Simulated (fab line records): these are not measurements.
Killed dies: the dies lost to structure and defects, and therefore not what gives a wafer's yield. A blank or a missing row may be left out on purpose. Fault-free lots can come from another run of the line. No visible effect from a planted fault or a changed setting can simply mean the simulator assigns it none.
Which tool is to blame? :: flow n5-finfet :: Sampling: 10 lots, 28 wafers, 5 of 1938 route steps

WHAT EACH GAUGE READ, for each wafer
N5_BEOL_M4_INSPECT_13: inspects for defects (brightfield). Usual: raw-defect-count reads 384 (standard deviation 76).
lot: L242
measured: day 7 11:34
on: defect-inspect-02
raw-defect-count: 514 479 359
flag: 

lot: L246
measured: day 8 14:12
on: defect-inspect-02
raw-defect-count: 333 492 382
flag: 

lot: L245
measured: day 8 23:05
on: defect-inspect-02
raw-defect-count: 302 366 388
flag: 

lot: L253
measured: day 10 21:58
on: defect-inspect-01
raw-defect-count: 275 388 364
flag: 

lot: L257
measured: day 11 20:43
on: defect-inspect-01
raw-defect-count: 546 497
flag: 

lot: L258
measured: day 11 23:36
on: defect-inspect-02
raw-defect-count: 500 416 340
flag: 

lot: L261
measured: day 12 15:11
on: defect-inspect-02
raw-defect-count: 286 498
flag: 

lot: L260
measured: day 12 18:20
on: defect-inspect-02
raw-defect-count: 340 357 461
flag: 

lot: L262
measured: day 13 04:14
on: defect-inspect-01
raw-defect-count: 347 391 462
flag: 

lot: L264
measured: day 14 10:42
on: defect-inspect-02
raw-defect-count: 315 366 322
flag: 

N5_BEOL_M4_RC_MEAS_101. Usual: DIBL_N 37.4 mV/V, standard deviation 2.1; DIBL_P 37.8 mV/V, standard deviation 2.5; IOFF_N 0.19 nA/um, standard deviation 0.045; IOFF_P 0.24 nA/um, standard deviation 0.05; ION_N 682 uA/um, standard deviation 16; ION_P 467 uA/um, standard deviation 11; SS_N 71.9 mV/dec, standard deviation 0.67; SS_P 73.6 mV/dec, standard deviation 0.76; VT_N 247 mV, standard deviation 3.6; VT_P -248 mV, standard deviation 3.6.
lot: L242
measured: day 7 20:51
on: prober-02
DIBL_N (mV/V): 38.1 38.6 36.7
DIBL_P (mV/V): 39.5 39.0 37.9
IOFF_N (nA/um): 0.21 0.22 0.19
IOFF_P (nA/um): 0.28 0.29 0.28
ION_N (uA/um): 690 698 696
ION_P (uA/um): 475 479 477
SS_N (mV/dec): 71.5 71.9 71.7
SS_P (mV/dec): 73.1 73.1 72.5
VT_N (mV): 244 243 241
VT_P (mV): -245 -244 -243
flag: 

lot: L246
measured: day 8 23:06
on: prober-02
DIBL_N (mV/V): 38.9 35.4 33.9
DIBL_P (mV/V): 39.8 36.1 34.6
IOFF_N (nA/um): 0.23 0.16 0.13
IOFF_P (nA/um): 0.29 0.22 0.20
ION_N (uA/um): 704 665 682
ION_P (uA/um): 477 459 477
SS_N (mV/dec): 73.0 72.0 71.7
SS_P (mV/dec): 74.0 73.6 72.8
VT_N (mV): 242 245 250
VT_P (mV): -244 -246 -250
flag: 

lot: L245
measured: day 9 05:26
on: prober-02
DIBL_N (mV/V): 36.7 37.8 39.9
DIBL_P (mV/V): 36.8 38.5 39.8
IOFF_N (nA/um): 0.16 0.19 0.22
IOFF_P (nA/um): 0.21 0.25 0.29
ION_N (uA/um): 680 689 668
ION_P (uA/um): 463 465 458
SS_N (mV/dec): 71.6 72.7 73.3
SS_P (mV/dec): 72.6 73.0 74.1
VT_N (mV): 250 248 246
VT_P (mV): -251 -250 -246
flag: 

lot: L253
measured: day 11 05:55
on: prober-01
DIBL_N (mV/V): 41.3 40.2 39.6
DIBL_P (mV/V): 43.0 42.4 40.5
IOFF_N (nA/um): 0.24 0.24 0.23
IOFF_P (nA/um): 0.33 0.32 0.28
ION_N (uA/um): 676 695 713
ION_P (uA/um): 463 479 481
SS_N (mV/dec): 72.7 72.9 72.3
SS_P (mV/dec): 74.0 74.7 74.7
VT_N (mV): 245 245 245
VT_P (mV): -246 -247 -246
flag: 

lot: L257
measured: day 12 14:02
on: prober-02
DIBL_N (mV/V): 35.8 36.6
DIBL_P (mV/V): 36.9 37.4
IOFF_N (nA/um): 0.16 0.18
IOFF_P (nA/um): 0.22 0.25
ION_N (uA/um): 687 693
ION_P (uA/um): 474 472
SS_N (mV/dec): 71.8 72.0
SS_P (mV/dec): 73.5 73.6
VT_N (mV): 250 246
VT_P (mV): -250 -247
flag: 

lot: L258
measured: day 12 19:22
on: prober-01
DIBL_N (mV/V): 40.4 37.5 40.2
DIBL_P (mV/V): 43.3 37.7 42.0
IOFF_N (nA/um): 0.25 0.17 0.26
IOFF_P (nA/um): 0.38 0.23 0.35
ION_N (uA/um): 675 663 710
ION_P (uA/um): 465 453 484
SS_N (mV/dec): 72.9 72.1 71.9
SS_P (mV/dec): 75.2 72.9 74.2
VT_N (mV): 243 252 241
VT_P (mV): -243 -249 -239
flag: 

lot: L261
measured: day 13 00:13
on: prober-02
DIBL_N (mV/V): 37.6 36.1
DIBL_P (mV/V): 37.5 36.6
IOFF_N (nA/um): 0.20 0.19
IOFF_P (nA/um): 0.27 0.28
ION_N (uA/um): 715 697
ION_P (uA/um): 493 485
SS_N (mV/dec): 71.5 71.0
SS_P (mV/dec): 73.7 74.0
VT_N (mV): 246 247
VT_P (mV): -244 -242
flag: 

lot: L260
measured: day 13 04:29
on: prober-01
DIBL_N (mV/V): 35.8 36.1 38.4
DIBL_P (mV/V): 34.2 33.9 36.6
IOFF_N (nA/um): 0.13 0.14 0.16
IOFF_P (nA/um): 0.18 0.19 0.22
ION_N (uA/um): 677 681 673
ION_P (uA/um): 471 471 465
SS_N (mV/dec): 70.6 70.8 71.3
SS_P (mV/dec): 72.6 72.5 73.1
VT_N (mV): 252 251 252
VT_P (mV): -251 -250 -249
flag: 

lot: L262
measured: day 13 11:37
on: prober-02
DIBL_N (mV/V): 31.5 34.3 34.5
DIBL_P (mV/V): 31.3 34.7 35.4
IOFF_N (nA/um): 0.10 0.14 0.14
IOFF_P (nA/um): 0.15 0.19 0.20
ION_N (uA/um): 654 665 667
ION_P (uA/um): 459 465 463
SS_N (mV/dec): 70.0 71.4 71.7
SS_P (mV/dec): 71.4 72.7 72.8
VT_N (mV): 254 250 250
VT_P (mV): -254 -248 -251
flag: 

lot: L264
measured: day 14 18:05
on: prober-02
DIBL_N (mV/V): 32.9 37.6 31.9
DIBL_P (mV/V): 33.6 38.6 32.6
IOFF_N (nA/um): 0.11 0.20 0.10
IOFF_P (nA/um): 0.19 0.29 0.18
ION_N (uA/um): 677 699 665
ION_P (uA/um): 477 483 468
SS_N (mV/dec): 70.8 72.1 71.5
SS_P (mV/dec): 72.6 74.1 72.6
VT_N (mV): 253 245 257
VT_P (mV): -247 -245 -248
flag: 

WHAT TOOL EACH LOT RAN ON (gives the tool, then ch and the chambers of the sampled wafers, and finally the start)
lot: L242
N5_BEOL_M4_ETCH_77: rie-diel-01 ch 0,2,3, day 7 12:56
N5_BEOL_M4_ETCH_70: rie-diel-01 ch 0,2, day 7 14:49
N5_BEOL_M4_STRIP_97: rie-diel-01 ch 0,2, day 7 20:51 or earlier

lot: L246
N5_BEOL_M4_ETCH_77: rie-diel-01 ch 0,1,2, day 8 15:52
N5_BEOL_M4_ETCH_70: rie-diel-01 ch 0,1,2, day 8 18:05
N5_BEOL_M4_STRIP_97: rie-diel-01 ch 0,1,2, day 8 23:06 or earlier

lot: L245
N5_BEOL_M4_ETCH_77: rie-diel-05 ch 0,1, day 9 00:02
N5_BEOL_M4_ETCH_70: rie-diel-01 ch 0,1, day 9 00:27
N5_BEOL_M4_STRIP_97: rie-diel-01 ch 0,1, day 9 05:26 or earlier

lot: L253
N5_BEOL_M4_ETCH_77: rie-diel-02 ch 0,1,3, day 10 23:28
N5_BEOL_M4_ETCH_70: rie-diel-05 ch 0,2,3, day 11 01:20
N5_BEOL_M4_STRIP_97: rie-diel-05 ch 0,2,3, day 11 05:55 or earlier

lot: L257
N5_BEOL_M4_ETCH_77: rie-diel-05 ch 1,3, day 11 21:48
N5_BEOL_M4_ETCH_70: rie-diel-01 ch 0,3, day 12 09:34
N5_BEOL_M4_STRIP_97: rie-diel-01 ch 0,3, day 12 14:02 or earlier

lot: L258
N5_BEOL_M4_ETCH_77: rie-diel-05 ch 0,2, day 12 01:10
N5_BEOL_M4_ETCH_70: rie-diel-02 ch 0,1, day 12 13:27
N5_BEOL_M4_STRIP_97: rie-diel-02 ch 0,1, day 12 19:22 or earlier

lot: L261
N5_BEOL_M4_ETCH_77: rie-diel-05 ch 0,1, day 12 18:14
N5_BEOL_M4_ETCH_70: rie-diel-01 ch 0,1, day 12 19:17
N5_BEOL_M4_STRIP_97: rie-diel-01 ch 0,1, day 13 00:13 or earlier

lot: L260
N5_BEOL_M4_ETCH_77: rie-diel-05 ch 0,1,3, day 12 19:51
N5_BEOL_M4_ETCH_70: rie-diel-01 ch 1,2,3, day 12 23:55
N5_BEOL_M4_STRIP_97: rie-diel-01 ch 1,2,3, day 13 04:29 or earlier

lot: L262
N5_BEOL_M4_ETCH_77: rie-diel-02 ch 0,3, day 13 05:20
N5_BEOL_M4_ETCH_70: rie-diel-01 ch 0,2,3, day 13 07:01
N5_BEOL_M4_STRIP_97: rie-diel-01 ch 0,2,3, day 13 11:37 or earlier

lot: L264
N5_BEOL_M4_ETCH_77: rie-diel-01 ch 0,1, day 14 12:19
N5_BEOL_M4_ETCH_70: rie-diel-05 ch 0,1, day 14 13:24
N5_BEOL_M4_STRIP_97: rie-diel-05 ch 0,1, day 14 18:05 or earlier
- N5_BEOL_M4_ETCH_77: etches underlayer in N2/H2, target depth 6.5 nm, time 5.2 s.
- N5_BEOL_M4_ETCH_70: etches SOC in N2/H2, target depth 80 nm, overetch 24 nm, time 130 s.
- N5_BEOL_M4_STRIP_97: strips in N2/H2, time 10 s.

WHAT THE TOOLS THEMSELVES READ (means of the sampled wafers that have a number; where no wafer has one, the mark that the record gives instead)
N5_BEOL_M4_ETCH_77. Usual: value, then standard deviation, for each; drypump-motor-current-A 5.4 A / 0.38; etch-rf-on-time-s 5.19 s / 0.25; oes-product-au 0.69 a.u. / 0.058; rf-fwd-power-W 819.5 W / 2.5; rf-vpp-V 525.2 V / 2.4; showerhead-plenum-p-Torr 2.59 Torr / 0.077; throttle-valve-pct 17.9 % / 0.32.
lot: L242
tool: rie-diel-01
drypump-motor-current-A (A): 5.6
etch-rf-on-time-s (s): 5.39
oes-product-au (a.u.): 0.64
rf-fwd-power-W (W): 819.7
rf-vpp-V (V): 523.5
showerhead-plenum-p-Torr (Torr): 2.52
throttle-valve-pct (%): 18.0
flag: 

lot: L246
tool: rie-diel-01
drypump-motor-current-A (A): 5.7
etch-rf-on-time-s (s): 5.35
oes-product-au (a.u.): 0.67
rf-fwd-power-W (W): 819.9
rf-vpp-V (V): 524.6
showerhead-plenum-p-Torr (Torr): 2.57
throttle-valve-pct (%): 18.0
flag: 

lot: L245
tool: rie-diel-05
drypump-motor-current-A (A): 5.5
etch-rf-on-time-s (s): 5.00
oes-product-au (a.u.): 0.69
rf-fwd-power-W (W): 819.0
rf-vpp-V (V): 524.1
showerhead-plenum-p-Torr (Torr): 2.57
throttle-valve-pct (%): 17.5
flag: 

lot: L253
tool: rie-diel-02
drypump-motor-current-A (A): 5.0
etch-rf-on-time-s (s): 5.23
oes-product-au (a.u.): 0.65
rf-fwd-power-W (W): 817.8
rf-vpp-V (V): 525.4
showerhead-plenum-p-Torr (Torr): 2.60
throttle-valve-pct (%): 18.0
flag: 

lot: L257
tool: rie-diel-05
drypump-motor-current-A (A): 5.3
etch-rf-on-time-s (s): 5.07
oes-product-au (a.u.): 0.67
rf-fwd-power-W (W): 820.5
rf-vpp-V (V): 525.2
showerhead-plenum-p-Torr (Torr): 2.60
throttle-valve-pct (%): 17.8
flag: 

lot: L258
tool: rie-diel-05
drypump-motor-current-A (A): 5.2
etch-rf-on-time-s (s): 5.11
oes-product-au (a.u.): 0.77
rf-fwd-power-W (W): 820.3
rf-vpp-V (V): 523.0
showerhead-plenum-p-Torr (Torr): 2.56
throttle-valve-pct (%): 17.7
flag: 

lot: L261
tool: rie-diel-05
drypump-motor-current-A (A): 5.5
etch-rf-on-time-s (s): 4.92
oes-product-au (a.u.): 0.69
rf-fwd-power-W (W): 821.2
rf-vpp-V (V): 523.9
showerhead-plenum-p-Torr (Torr): 2.52
throttle-valve-pct (%): 17.6
flag: 

lot: L260
tool: rie-diel-05
drypump-motor-current-A (A): 5.4
etch-rf-on-time-s (s): 4.99
oes-product-au (a.u.): 0.68
rf-fwd-power-W (W): 817.9
rf-vpp-V (V): 524.7
showerhead-plenum-p-Torr (Torr): 2.54
throttle-valve-pct (%): 17.9
flag: 

lot: L262
tool: rie-diel-02
drypump-motor-current-A (A): 5.0
etch-rf-on-time-s (s): 5.04
oes-product-au (a.u.): 0.63
rf-fwd-power-W (W): 821.9
rf-vpp-V (V): 523.8
showerhead-plenum-p-Torr (Torr): 2.54
throttle-valve-pct (%): 18.0
flag: 

lot: L264
tool: rie-diel-01
drypump-motor-current-A (A): 5.8
etch-rf-on-time-s (s): 5.22
oes-product-au (a.u.): 0.71
rf-fwd-power-W (W): 818.7
rf-vpp-V (V): 527.7
showerhead-plenum-p-Torr (Torr): 2.70
throttle-valve-pct (%): 18.1
flag: 

N5_BEOL_M4_ETCH_70. Usual: drypump-motor-current-A 5.5 A, standard deviation 0.42; oes-product-au 0.59 a.u., standard deviation 0.045; rf-fwd-power-W 835.3 W, standard deviation 2.8; rf-vpp-V 525.1 V, standard deviation 2.5; showerhead-plenum-p-Torr 2.59 Torr, standard deviation 0.085; throttle-valve-pct 17.87 %, standard deviation 0.29.
lot: L242
tool: rie-diel-01
drypump-motor-current-A (A): 5.5
oes-product-au (a.u.): 0.57
rf-fwd-power-W (W): 833.6
rf-vpp-V (V): 523.2
showerhead-plenum-p-Torr (Torr): 2.52
throttle-valve-pct (%): 17.74
flag: 

lot: L246
tool: rie-diel-01
drypump-motor-current-A (A): 5.6
oes-product-au (a.u.): 0.58
rf-fwd-power-W (W): 633.6
rf-vpp-V (V): 574.0
showerhead-plenum-p-Torr (Torr): 2.57
throttle-valve-pct (%): 17.95
flag: OFF

lot: L245
tool: rie-diel-01
drypump-motor-current-A (A): 6.0
oes-product-au (a.u.): 0.55
rf-fwd-power-W (W): 635.0
rf-vpp-V (V): 572.2
showerhead-plenum-p-Torr (Torr): 2.50
throttle-valve-pct (%): 18.18
flag: OFF

lot: L253
tool: rie-diel-05
drypump-motor-current-A (A): 5.2
oes-product-au (a.u.): 0.64
rf-fwd-power-W (W): 835.4
rf-vpp-V (V): 524.6
showerhead-plenum-p-Torr (Torr): 2.55
throttle-valve-pct (%): 17.91
flag: 

lot: L257
tool: rie-diel-01
drypump-motor-current-A (A): 5.8
oes-product-au (a.u.): 0.62
rf-fwd-power-W (W): 837.5
rf-vpp-V (V): 526.6
showerhead-plenum-p-Torr (Torr): 2.63
throttle-valve-pct (%): 17.95
flag: 

lot: L258
tool: rie-diel-02
drypump-motor-current-A (A): 5.0
oes-product-au (a.u.): 0.56
rf-fwd-power-W (W): 834.9
rf-vpp-V (V): 527.2
showerhead-plenum-p-Torr (Torr): 2.63
throttle-valve-pct (%): 17.92
flag: 

lot: L261
tool: rie-diel-01
drypump-motor-current-A (A): 5.9
oes-product-au (a.u.): 0.64
rf-fwd-power-W (W): 836.0
rf-vpp-V (V): 528.3
showerhead-plenum-p-Torr (Torr): 2.71
throttle-valve-pct (%): 17.95
flag: 

lot: L260
tool: rie-diel-01
drypump-motor-current-A (A): 5.5
oes-product-au (a.u.): 0.57
rf-fwd-power-W (W): 834.5
rf-vpp-V (V): 525.2
showerhead-plenum-p-Torr (Torr): 2.60
throttle-valve-pct (%): 18.01
flag: 

lot: L262
tool: rie-diel-01
drypump-motor-current-A (A): 5.6
oes-product-au (a.u.): 0.59
rf-fwd-power-W (W): 834.7
rf-vpp-V (V): 524.9
showerhead-plenum-p-Torr (Torr): 2.60
throttle-valve-pct (%): 17.84
flag: 

lot: L264
tool: rie-diel-05
drypump-motor-current-A (A): 5.5
oes-product-au (a.u.): 0.58
rf-fwd-power-W (W): 835.0
rf-vpp-V (V): 522.6
showerhead-plenum-p-Torr (Torr): 2.50
throttle-valve-pct (%): 17.73
flag: 

N5_BEOL_M4_STRIP_97. Usual: drypump-motor-current-A 5.5 A, standard deviation 0.42; oes-product-au 0.80 a.u., standard deviation 0.067; rf-vpp-V 59.3 V, standard deviation 0.88; showerhead-plenum-p-Torr 2.59 Torr, standard deviation 0.085; throttle-valve-pct 23.8 %, standard deviation 0.4.
lot: L242
tool: rie-diel-01
drypump-motor-current-A (A): 5.5
oes-product-au (a.u.): 0.78
rf-vpp-V (V): 58.0
showerhead-plenum-p-Torr (Torr): 2.52
throttle-valve-pct (%): 23.6
flag: 

lot: L246
tool: rie-diel-01
drypump-motor-current-A (A): 5.7
oes-product-au (a.u.): 0.79
rf-vpp-V (V): 59.0
showerhead-plenum-p-Torr (Torr): 2.56
throttle-valve-pct (%): 23.9
flag: 

lot: L245
tool: rie-diel-01
drypump-motor-current-A (A): 5.9
oes-product-au (a.u.): 0.74
rf-vpp-V (V): 58.6
showerhead-plenum-p-Torr (Torr): 2.50
throttle-valve-pct (%): 24.1
flag: 

lot: L253
tool: rie-diel-05
drypump-motor-current-A (A): 5.2
oes-product-au (a.u.): 0.87
rf-vpp-V (V): 58.9
showerhead-plenum-p-Torr (Torr): 2.55
throttle-valve-pct (%): 23.9
flag: 

lot: L257
tool: rie-diel-01
drypump-motor-current-A (A): 5.8
oes-product-au (a.u.): 0.84
rf-vpp-V (V): 59.0
showerhead-plenum-p-Torr (Torr): 2.62
throttle-valve-pct (%): 23.8
flag: 

lot: L258
tool: rie-diel-02
drypump-motor-current-A (A): 5.0
oes-product-au (a.u.): 0.76
rf-vpp-V (V): 58.6
showerhead-plenum-p-Torr (Torr): 2.63
throttle-valve-pct (%): 23.9
flag: 

lot: L261
tool: rie-diel-01
drypump-motor-current-A (A): 5.8
oes-product-au (a.u.): 0.88
rf-vpp-V (V): 60.2
showerhead-plenum-p-Torr (Torr): 2.70
throttle-valve-pct (%): 23.9
flag: 

lot: L260
tool: rie-diel-01
drypump-motor-current-A (A): 5.5
oes-product-au (a.u.): 0.78
rf-vpp-V (V): 59.6
showerhead-plenum-p-Torr (Torr): 2.59
throttle-valve-pct (%): 23.9
flag: 

lot: L262
tool: rie-diel-01
drypump-motor-current-A (A): 5.7
oes-product-au (a.u.): 0.81
rf-vpp-V (V): 59.0
showerhead-plenum-p-Torr (Torr): 2.60
throttle-valve-pct (%): 23.7
flag: 

lot: L264
tool: rie-diel-05
drypump-motor-current-A (A): 5.5
oes-product-au (a.u.): 0.78
rf-vpp-V (V): 59.5
showerhead-plenum-p-Torr (Torr): 2.49
throttle-valve-pct (%): 23.6
flag: 

THE ANSWER, worked out from the rows above alone
Rule: lot off if the mean of its wafers having a number is beyond 3 standard deviations from the usual mean. A lot without any number at a reading at which 4 lots or more have one is off too. Any other lot the step has rows for is counted as sound. Order of review: gauges by route order, followed by the tools' own readings, for which a lot's mean as printed above is used. At the first step where some lot is off, the reading lying furthest off is the one used; lots without a number count as furthest.
Off at N5_BEOL_M4_ETCH_70 (rf-fwd-power-W): L246, L245.
If a tool, at that step or one of the process steps before it, ran each lot that is off and ran no sound lot following the first of them, it fits. Of those tried, none fits.

WHAT HAD BEEN PUT IN BY THE SIMULATOR
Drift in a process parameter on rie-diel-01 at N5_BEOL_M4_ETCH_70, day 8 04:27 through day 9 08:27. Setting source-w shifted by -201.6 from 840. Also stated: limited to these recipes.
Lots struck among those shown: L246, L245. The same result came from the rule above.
